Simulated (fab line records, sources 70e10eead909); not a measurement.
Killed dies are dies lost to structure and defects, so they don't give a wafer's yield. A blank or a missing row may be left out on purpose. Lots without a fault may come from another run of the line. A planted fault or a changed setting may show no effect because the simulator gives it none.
fab line records | flow nand_harc | part 1 of 2: steps 1 to 29 of 35
record lots=5 wafers=15 last_day=24
route steps=1159 shown A_WL_FILL@825 A_CONTACT@840
lots that met no fault: from a run of the same line without faults
start_h: hours from the record's first day to the start of the lot's first wafer shown | wait_h: hours since the lot's step before | " the same as in the row above | L1.1+2: a row that stands for several wafers | - no value, or no start given | * or withheld: withheld | < > ~ a bound
route shown NAME@n: a module of which the file shows steps, and the number in the route of the first | usual: mean/standard deviation of fault-free wafers | same: alike in all rows | chamber/n: place in a boat | sites: the reading at each site | _std_site: their standard deviation | _edge_site: outer sites' mean less inner sites' | radius_mm: how far each site lies from the wafer's centre | mask NAME#n: copy n | behind: the tool/chamber that last shaped the wafer | hold: why the lot was held/for how many hours/how that ended | device: the transistor (n, p or np) that didn't switch | end of line: the same wafers' tests at the end of the route | a step without rows: its recipe alone | killed: dies lost to structure and defects at the first sort, not the wafer's yield | map: a wafer's dies, x killed, . not, _ none there
set.NAME: the setting as run; set.NAME@STEP: as run at that earlier step | model.NAME: the simulator's own value behind a step, which no gauge read
lots at some steps of the route; a table a step, a row a wafer
services: from which hour (start_h, from the record's first day; less than 0 if before it) a tool's chamber was out of use, for how many hours, and why
## steps
# step NHARC_A_WL_FILL_ETCHBACK_17
# recipe target_depth_a=40 time_s=26.7 chemistry=Cl2/BCl3
# usual drypump_motor_current_A=5.4/0.34 oes_product_au=0.999/0.012
# same time_s=26.7
# columns lot.wafer tool chamber start_h wait_h drypump_motor_current_A oes_product_au rf_hours_counter_h
L085.2 rie_metal-02 0 408.63 - 4.8 0.975 0.2
L085.4 " 0 " " 4.8 0.981 -
L085.3 " 1 " " 5.7 0.988 -
L086.3 rie_metal-02 1 424.69 - 5.7 0.993 -
L086.5 " 1 " " 5.7 0.997 -
L086.6 " 0 " " 4.8 0.983 -
L090.1 rie_metal-01 1 443.86 - 5.7 1.005 3.0
L090.3 " 1 " " 5.7 1.002 -
L090.5 " 1 " " 5.7 0.999 -
L094.1 rie_metal-01 0 459.19 - 5.3 0.995 3.5
L094.2 " 1 " " 5.8 1.004 4.3
L094.5 " 0 " " 5.4 1.013 -
L097.3 rie_metal-02 1 476.56 - 5.8 0.983 -
L097.4 " 0 " " 4.8 0.983 -
L097.5 " 1 " " 5.7 0.989 -
# step NHARC_A_WL_FILL_PRECLEAN_18
# recipe time_s=30 chemistry=dHF
# same time_s=30
# columns lot.wafer tool chamber start_h wait_h
L085.3+4+2 wet_bench-05 7,2,3 408.82 0.1
L086.6+5+3 wet_bench-05 1,3,5 424.87 0.1
L090.5+3+1 wet_bench-09 3,5,7 444.17 0.1
L094.5+2+1 wet_bench-09 6,0,3 459.37 0.1
L097.5+4+3 wet_bench-07 6,7,0 476.72 0.1
# step NHARC_A_WL_FILL_SRD_21
# columns lot.wafer tool chamber start_h wait_h
L085.3+4+2 wet_bench-05 7,2,3 408.84 0.0
L086.6+5+3 wet_bench-05 1,3,5 424.89 0.0
L090.5+3+1 wet_bench-09 3,5,7 444.22 0.0
L094.5+2+1 wet_bench-09 6,0,3 459.43 0.0
L097.5+4+3 wet_bench-07 6,7,0 476.74 0.0
# step NHARC_A_WL_FILL_CVD_23
# recipe target_thk_a=400 temp_c=620 pressure_mtorr=200 time_s=800 material=poly-Si
# usual zone_power_bottom_pct=13.6/0.66
# same time_s=800
# columns lot.wafer tool chamber start_h wait_h zone_power_bottom_pct
L085.2 lpcvd_poly-04 0 411.07 2.2 12.9
L085.3 " 0 " " 12.8
L085.4 " 0 " " 13.0
L086.3 lpcvd_poly-04 0 427.14 2.2 12.8
L086.5 " 0 " " 13.1
L086.6 " 0 " " 13.1
L090.1 lpcvd_poly-04 0 446.49 2.3 12.8
L090.3 " 0 " " 12.7
L090.5 " 0 " " 13.1
L094.1 lpcvd_poly-04 0 461.68 2.2 13.2
L094.2 " 0 " " 12.8
L094.5 " 0 " " 12.9
L097.3 lpcvd_poly-02 0 479.34 2.6 14.6
L097.4 " 0 " " 14.2
L097.5 " 0 " " 14.6
# step NHARC_A_WL_FILL_ETCHBACK_26
# recipe target_depth_a=520 time_s=13.3 hbr_flow_sccm=150 rf_w=350 icp_w=350 bias_w=60 chemistry=HBr
# usual drypump_motor_current_A=5.7/0.47 oes_product_au=0.996/0.011 throttle_valve_pct=23.264/0.0097
# same time_s=13.3
# columns lot.wafer tool chamber start_h wait_h drypump_motor_current_A oes_product_au rf_hours_counter_h throttle_valve_pct
L085.2 rie_si-05 1 413.66 0.4 5.6 0.997 1.0 23.239
L085.3 " 2 " " 6.6 0.989 0.9 23.261
L085.4 " 3 " " 5.1 0.991 1.1 23.272
L086.3 rie_si-04 2 429.72 0.4 6.1 1.002 1.2 23.269
L086.6 " 0 " " 5.6 0.995 - 23.268
L086.5 " 1 " " 4.8 1.013 - 23.280
L090.3 rie_si-05 2 449.05 0.4 6.6 0.971 0.1 23.256
L090.1 " 0 " " 5.4 1.000 0.2 23.258
L090.5 " 2 " " 6.5 0.970 - 23.275
L094.2 rie_si-04 1 464.25 0.4 4.8 0.994 0 23.264
L094.1 " 0 " " 5.5 0.981 0 23.251
L094.5 " 2 " " 6.0 0.996 - 23.268
L097.4 rie_si-02 3 481.92 0.4 6.0 1.004 0.7 23.268
L097.3 " 2 " " 5.7 1.009 0.7 23.260
L097.5 " 3 " " 6.0 0.993 - 23.255
# step NHARC_A_WL_FILL_PRECLEAN_30
# recipe time_s=10 chemistry=dHF
# same time_s=10
# columns lot.wafer tool chamber start_h wait_h
L085.3+4+2 wet_bench-07 6,7,2 413.80 0.1
L086.5+3+6 wet_bench-07 5,6,7 429.85 0.1
L090.3+5+1 wet_bench-05 4,7,0 449.19 0.1
L094.5+2+1 wet_bench-07 0,1,3 464.39 0.1
L097.5+3+4 wet_bench-09 6,0,3 482.06 0.1
# step NHARC_A_WL_FILL_SRD_14
# columns lot.wafer tool chamber start_h wait_h
L085.3+4+2 wet_bench-07 6,7,2 413.83 0.0
L086.5+3+6 wet_bench-07 5,6,7 429.87 0.0
L090.3+5+1 wet_bench-05 4,7,0 449.21 0.0
L094.5+2+1 wet_bench-07 0,1,3 464.42 0.0
L097.5+3+4 wet_bench-09 6,0,3 482.08 0.0
# step NHARC_A_WL_FILL_ALD_19
# recipe target_thk_a=20 pulse_time_s=3 ald_cycles=100 temp_c=450 material=TiN
# usual heater_power_w=1083/83 precursor_pulse_height_rel=0.999/0.019
# columns lot.wafer tool chamber start_h wait_h heater_power_w precursor_pulse_height_rel
L085.2 ald_metal-03 0 413.95 0.1 1045 0.994
L085.3 " 1 " " 1190 0.991
L085.4 " 2 " " 1040 0.998
L086.3 ald_metal-01 0 430.01 0.1 1177 0.998
L086.5 " 2 " " 1052 1.046
L086.6 " 3 " " 937 1.009
L090.1 ald_metal-04 2 449.31 0.1 1133 1.035
L090.3 " 0 " " 1051 1.004
L090.5 " 3 " " 1070 0.975
L094.2 ald_metal-03 0 464.52 0.1 1036 0.986
L094.1 " 2 " " 1074 0.957
L094.5 " 1 " " 1180 0.999
L097.3 ald_metal-01 1 482.20 0.1 1118 1.005
L097.4 " 2 " " 1016 1.022
L097.5 " 1 " " 1118 0.991
# step NHARC_A_WL_FILL_CVD_20
# recipe target_thk_a=750 temp_c=300 pressure_torr=40 wf6_flow_sccm=40 h2_flow_sccm=1600 ar_flow_sccm=1560 time_s=5064 material=W
# usual chamber_pressure_Torr=40.00/0.094 heater_power_w=415/42 throttle_valve_pct=7.86/0.2
# same time_s=5064
# columns lot.wafer tool chamber start_h wait_h chamber_pressure_Torr heater_power_w throttle_valve_pct
L085.2 cvd_w-01 1 - - 39.89 467 8.23
L085.3 " 1 " " 40.07 478 8.36
L085.4 " 0 " " 40.03 397 7.69
L086.3 cvd_w-01 1 - - 40.02 479 7.82
L086.6 " 0 " " 40.11 403 7.99
L086.5 " 1 " " 40.10 468 7.94
L090.1 cvd_w-01 0 - - 39.98 395 7.89
L090.3 " 0 " " 39.95 398 7.85
L090.5 " 0 " " 39.95 391 7.71
L094.1 cvd_w-02 1 - - 39.95 439 8.01
L094.2 " 0 " " 40.00 371 7.71
L094.5 " 0 " " 39.95 376 7.71
L097.4 cvd_w-02 1 - - 40.07 427 7.91
L097.3 " 0 " " 39.84 367 7.83
L097.5 " 0 " " 39.79 362 7.46
# step NHARC_A_WL_FILL_CMP_12
# recipe t_overpolish_s=30 target_thk_nm=75
# usual motor_current_A=11.9/1.3 overpolish_run_s=30.002/0.0084 time_to_endpoint_s=15.3/2.5
# columns lot.wafer tool chamber start_h wait_h motor_current_A overpolish_run_s time_to_endpoint_s
L085.3 cmp-04 3 419.21 2.9 12.1 30.002 8.4
L085.2 " 1 " " 12.3 30.011 16.7
L085.4 " 2 " " 11.1 30.013 13.6
L086.3 cmp-02 1 437.04 2.2 11.9 30.003 16.5
L086.6 " 0 " " 11.2 30.009 15.9
L086.5 " 1 " " 13.1 30.000 17.4
L090.1 cmp-04 3 457.33 4.4 12.5 30.008 11.0
L090.3 " 0 " " 10.7 30.013 16.3
L090.5 " 2 " " 11.1 29.999 17.7
L094.2 cmp-03 1 471.45 3.6 12.2 30.014 16.2
L094.1 " 3 " " 9.9 30.000 13.9
L094.5 " 1 " " 11.2 30.013 16.1
L097.4 cmp-03 0 488.14 2.9 13.6 30.004 18.0
L097.3 " 1 " " 11.8 29.984 15.3
L097.5 " 0 " " 14.4 30.002 16.1
# step NHARC_A_WL_FILL_SRD_31
# columns lot.wafer tool chamber start_h wait_h
L085.4+3+2 wet_bench-07 4,5,0 419.54 0.0
L086.3+5+6 wet_bench-05 6,7,1 437.34 0.0
L090.1+5+3 wet_bench-07 2,3,4 457.63 0.0
L094.5+1+2 wet_bench-07 3,6,7 471.78 0.0
L097.4+5+3 wet_bench-05 0,1,3 488.47 0.0
# step NHARC_A_WL_FILL_INSPECT_15
# usual raw_defect_count=427/130
# columns lot.wafer tool chamber start_h wait_h raw_defect_count
L085.2 defect_inspect-01 - 419.71 0.0 505
L085.3 " - " " 515
L085.4 " - " " 372
L086.3 defect_inspect-01 - 437.50 0.0 400
L086.5 " - " " 277
L086.6 " - " " 408
L090.1 defect_inspect-01 - 457.79 0.0 431
L090.3 " - " " 417
L090.5 " - " " 431
L094.1 defect_inspect-02 - 471.95 0.0 449
L094.2 " - " " 333
L094.5 " - " " 314
L097.3 defect_inspect-02 - 488.67 0.0 426
L097.4 " - " " 532
L097.5 " - " " 360
# step NHARC_A_CONTACT_DEP_24
# recipe target_thk_a=5000 temp_c=400 pressure_torr=6.5 rf_w=900 teos_flow_sccm=161.4 flow_sccm=2650 target_thk_nm=500 gas=O2 material=SiO2
# usual chamber_pressure_Torr=6.502/0.014 heater_power_w=542/74 throttle_valve_pct=15.7/0.44
# columns lot.wafer tool chamber start_h wait_h chamber_pressure_Torr heater_power_w throttle_valve_pct
L085.3 pecvd-03 0 419.94 0.2 6.506 490 16.7
L085.2 " 1 " " 6.507 479 15.6
L085.4 " 2 " " 6.499 648 15.4
L086.3 pecvd-04 1 437.63 0.1 6.494 580 15.5
L086.6 " 0 " " 6.480 522 16.2
L086.5 " 2 " " 6.489 627 15.5
L090.3 pecvd-03 0 457.92 0.1 6.515 481 16.8
L090.1 " 1 " " 6.506 522 15.5
L090.5 " 2 " " 6.506 629 15.7
L094.1 pecvd-01 0 472.02 0.1 6.471 527 15.2
L094.2 " 1 " " 6.511 589 15.8
L094.5 " 1 " " 6.512 595 15.6
L097.3 pecvd-01 1 488.81 0.1 6.523 581 15.4
L097.4 " 1 " " 6.517 590 15.9
L097.5 " 2 " " 6.517 485 16.0
# step NHARC_A_CONTACT_DEP_28
# recipe target_thk_a=36000 temp_c=400 material=aC
# usual throttle_valve_pct=35.001/0.0088
# columns lot.wafer tool chamber start_h wait_h throttle_valve_pct
L085.2 acl_dep-03 0 421.27 0.8 35.012
L085.3 " 0 " " 34.999
L085.4 " 0 " " 34.995
L086.3 acl_dep-02 0 438.91 0.8 34.998
L086.5 " 0 " " 35.009
L086.6 " 0 " " 34.989
L090.1 acl_dep-01 0 458.47 0.1 35.012
L090.3 " 0 " " 35.003
L090.5 " 0 " " 35.008
L094.1 acl_dep-01 0 475.82 3.3 34.999
L094.2 " 0 " " 34.999
L094.5 " 0 477.31 4.7 34.999
L097.3 acl_dep-02 0 493.63 4.3 35.007
L097.4 " 0 " " 34.986
L097.5 " 0 " " 34.995
# step NHARC_A_CONTACT_DEP_29
# recipe target_thk_a=700 target_thk_nm=70 temp_c=400 pressure_torr=3.5 flow_sccm=200 rf_w=350 material=SiON
# usual chamber_pressure_Torr=3.501/0.0078 heater_power_w=751/74
# columns lot.wafer tool chamber start_h wait_h chamber_pressure_Torr heater_power_w
L085.3 pecvd-03 0 423.12 1.1 3.505 693
L085.2 " 1 " " 3.501 750
L085.4 " 2 " " 3.499 764
L086.3 pecvd-03 2 440.41 1.1 3.502 789
L086.6 " 2 " " 3.503 790
L086.5 " 0 " " 3.486 570
L090.1 pecvd-04 2 460.71 1.9 3.511 790
L090.3 " 0 " " 3.507 798
L090.5 " 1 " " 3.509 753
L094.1 pecvd-04 0 478.16 2.0 3.488 833
L094.2 " 1 " " 3.508 795
L094.5 " 0 " " 3.503 849
L097.3 pecvd-03 1 495.16 1.2 3.500 725
L097.4 " 2 " " 3.503 704
L097.5 " 1 " " 3.503 751
# step NHARC_A_CONTACT_DEHYDRATE_32
# recipe temp_c=150 time_s=120
# same time_s=120
# columns lot.wafer tool chamber start_h wait_h
L085.2+3+4 litho_track-06 0 423.39 0.2
L086.3+5+6 litho_track-04 0 440.68 0.2
L090.1+3+5 litho_track-06 0 460.95 0.2
L094.1+2+5 litho_track-06 0 478.46 0.3
L097.3+4+5 litho_track-01 0 495.37 0.2
# step NHARC_A_CONTACT_HMDS_33
# recipe time_s=30
# same time_s=30
# columns lot.wafer tool chamber start_h wait_h
L085.2+3+4 litho_track-06 0 - -
L086.3+5+6 litho_track-04 0 - -
L090.1+3+5 litho_track-06 0 - -
L094.1+2+5 litho_track-06 0 - -
L097.3+4+5 litho_track-01 0 - -
# step NHARC_A_CONTACT_COAT_34
# recipe temp_c=260 time_s=75
# same time_s=75
# columns lot.wafer tool chamber start_h wait_h
L085.2+3+4 litho_track-06 0 - -
L086.3+5+6 litho_track-04 0 - -
L090.1+3+5 litho_track-06 0 - -
L094.1+2+5 litho_track-06 0 - -
L097.3+4+5 litho_track-01 0 - -
# step NHARC_A_CONTACT_COAT_35
# recipe temp_c=225 time_s=65
# same time_s=65
# columns lot.wafer tool chamber start_h wait_h
L085.2+3+4 litho_track-06 0 - -
L086.3+5+6 litho_track-04 0 - -
L090.1+3+5 litho_track-06 0 - -
L094.1+2+5 litho_track-06 0 - -
L097.3+4+5 litho_track-01 0 - -
# step NHARC_A_CONTACT_COAT_36
# recipe spin_rpm=1500 resist_thk_nm=90
# usual dispense_pressure_kPa=51/3.4
# columns lot.wafer tool chamber start_h wait_h dispense_pressure_kPa
L085.2 litho_track-06 0 - - 54
L085.3 " 0 " " 54
L085.4 " 0 " " 54
L086.3 litho_track-04 0 - - 52
L086.5 " 0 " " 52
L086.6 " 0 " " 52
L090.1 litho_track-06 0 - - 54
L090.3 " 0 " " 54
L090.5 " 0 " " 54
L094.1 litho_track-06 0 - - 54
L094.2 " 0 " " 54
L094.5 " 0 " " 54
L097.3 litho_track-01 0 - - 46
L097.4 " 0 " " 46
L097.5 " 0 " " 46
# step NHARC_A_CONTACT_SOFTBAKE_37
# recipe temp_c=105 time_s=55
# same time_s=55
# columns lot.wafer tool chamber start_h wait_h
L085.2+3+4 litho_track-06 0 - -
L086.3+5+6 litho_track-04 0 - -
L090.1+3+5 litho_track-06 0 - -
L094.1+2+5 litho_track-06 0 - -
L097.3+4+5 litho_track-01 0 - -
# step NHARC_A_CONTACT_EBR_38
# columns lot.wafer tool chamber start_h wait_h
L085.2+3+4 litho_track-06 0 - -
L086.3+5+6 litho_track-04 0 - -
L090.1+3+5 litho_track-06 0 - -
L094.1+2+5 litho_track-06 0 - -
L097.3+4+5 litho_track-01 0 - -
# step NHARC_A_CONTACT_EXPOSE_39
# recipe na=1.35 sigma_outer=0.8 dose_mj=58.79 mask_id=A_CC_3
# same sigma_outer=0.8
# columns lot.wafer tool chamber start_h wait_h mask
L085.2+3+4 arfi_scanner-02 0 423.71 - A_CC_3#0
L086.3+5+6 arfi_scanner-01 0 441.00 - A_CC_3#0
L090.1+3+5 arfi_scanner-01 0 461.26 - A_CC_3#0
L094.1+2+5 arfi_scanner-01 0 478.77 - A_CC_3#0
L097.3+4+5 arfi_scanner-01 0 495.57 - A_CC_3#0
# step NHARC_A_CONTACT_PEB_40
# recipe peb_temp_c=100 peb_time_s=65
# same peb_time_s=65
# columns lot.wafer tool chamber start_h wait_h
L085.2+3+4 litho_track-06 0 423.76 0.1
L086.3+5+6 litho_track-06 0 441.05 0.0
L090.1+3+5 litho_track-01 0 461.32 0.1
L094.1+2+5 litho_track-01 0 478.83 0.1
L097.3+4+5 litho_track-06 0 495.62 0.0
# step NHARC_A_CONTACT_DEVELOP_41
# recipe develop_time_s=35 dev_temp_c=23
# columns lot.wafer tool chamber start_h wait_h
L085.2+3+4 litho_track-06 0 - -
L086.3+5+6 litho_track-06 0 - -
L090.1+3+5 litho_track-01 0 - -
L094.1+2+5 litho_track-01 0 - -
L097.3+4+5 litho_track-06 0 - -
# step NHARC_A_CONTACT_CD_MEAS_42
# recipe target_cd_nm=200 landing_energy_ev=500
# usual cd_nm=200.2/0.51
# columns lot.wafer tool chamber start_h wait_h cd_nm
L085.2 cd_sem-02 0 423.84 - 200.5
L085.3 " 0 " " 200.0
L085.4 " 0 " " 199.0
L086.3 cd_sem-02 0 441.13 - 199.3
L086.5 " 0 " " 200.6
L086.6 " 0 " " 200.1
L090.1 cd_sem-01 0 461.40 - 201.1
L090.3 " 0 " " 200.4
L090.5 " 0 " " 199.7
L094.1 cd_sem-02 0 478.91 - 200.0
L094.2 " 0 " " 199.7
L094.5 " 0 " " 199.6
L097.3 cd_sem-01 0 495.70 - 200.4
L097.4 " 0 " " 199.9
L097.5 " 0 " " 199.7
# step NHARC_A_CONTACT_OVL_MEAS_43
# usual overlay_x_nm=-0.1/0.94 overlay_y_nm=0.0/0.92
# columns lot.wafer tool chamber start_h wait_h overlay_x_nm overlay_y_nm
L085.2 overlay-01 - 423.94 - -0.1 0.0
L085.3 " - " " -0.2 0.1
L085.4 " - " " 0.0 -0.2
L086.3 overlay-01 - 441.22 - -0.4 -1.5
L086.5 " - " " -0.6 -1.4
L086.6 " - " " -0.9 -1.4
L090.1 overlay-02 - 461.49 - 0.6 -0.9
L090.3 " - " " 0.3 -0.7
L090.5 " - " " 0.2 -0.6
L094.1 overlay-01 - 479.00 - -0.2 -0.9
L094.2 " - " " -0.4 -0.8
L094.5 " - " " -0.2 -1.2
L097.3 overlay-02 - 495.79 - 0.3 0.2
L097.4 " - " " 0.6 0.7
L097.5 " - " " 0.1 0.8
# step NHARC_A_CONTACT_INSPECT_44
# usual raw_defect_count=27/9.6
# columns lot.wafer tool chamber start_h wait_h raw_defect_count
L085.2 defect_inspect-02 - 423.98 0.0 26
L085.3 " - " " 16
L085.4 " - " " 27
L086.3 defect_inspect-01 - 441.25 0.0 20
L086.5 " - " " 18
L086.6 " - " " 28
L090.1 defect_inspect-01 - 461.53 0.0 17
L090.3 " - " " 9
L090.5 " - " " 13
L094.1 defect_inspect-01 - 479.03 0.0 43
L094.2 " - " " 43
L094.5 " - " " 29
L097.3 defect_inspect-02 - 495.82 0.0 12
L097.4 " - " " 20
L097.5 " - " " 18
# step NHARC_A_CONTACT_DESCUM_47
# recipe time_s=3 o2_flow_sccm=200 ar_flow_sccm=0 bias_power_w=0 chemistry=O2
# usual drypump_motor_current_A=5.7/0.44 oes_product_au=0.999/0.0095 rf_vpp_V=57.6/0.88 showerhead_plenum_p_Torr=1.88/0.067 throttle_valve_pct=11.311/0.0086
# same time_s=3
# columns lot.wafer tool chamber start_h wait_h drypump_motor_current_A oes_product_au rf_hours_counter_h rf_vpp_V showerhead_plenum_p_Torr throttle_valve_pct
L085.4 rie_diel-03 3 424.04 0.1 5.6 1.000 4 55.6 1.77 11.301
L085.3 " 1 " " 5.7 0.994 4 59.0 1.95 11.323
L085.2 " 2 " " 5.3 1.016 3 56.7 1.80 11.316
L086.3 rie_diel-03 3 441.31 0.1 5.5 1.002 9 57.6 1.77 11.310
L086.5 " 3 " " 5.6 1.007 - 57.2 1.77 11.301
L086.6 " 0 " " 6.3 0.995 - 57.7 1.84 11.298
L090.3 rie_diel-03 1 461.61 0.1 5.7 1.002 13 57.1 1.94 11.315
L090.1 " 2 " " 5.3 1.008 12 57.6 1.80 11.316
L090.5 " 0 " " 6.3 1.005 - 57.4 1.84 11.315
L094.2 rie_diel-12 0 479.11 0.1 5.8 0.996 32 57.1 1.89 11.314
L094.1 " 2 " " 5.5 1.012 32 58.3 1.89 11.320
L094.5 " 3 " " 4.7 1.002 - 56.2 1.84 11.307
L097.3 rie_diel-12 0 495.90 0.1 5.8 0.998 37 57.2 1.88 11.324
L097.4 " 2 " " 5.4 1.007 38 56.9 1.89 11.326
L097.5 " 0 " " 5.8 1.002 - 58.0 1.88 11.298
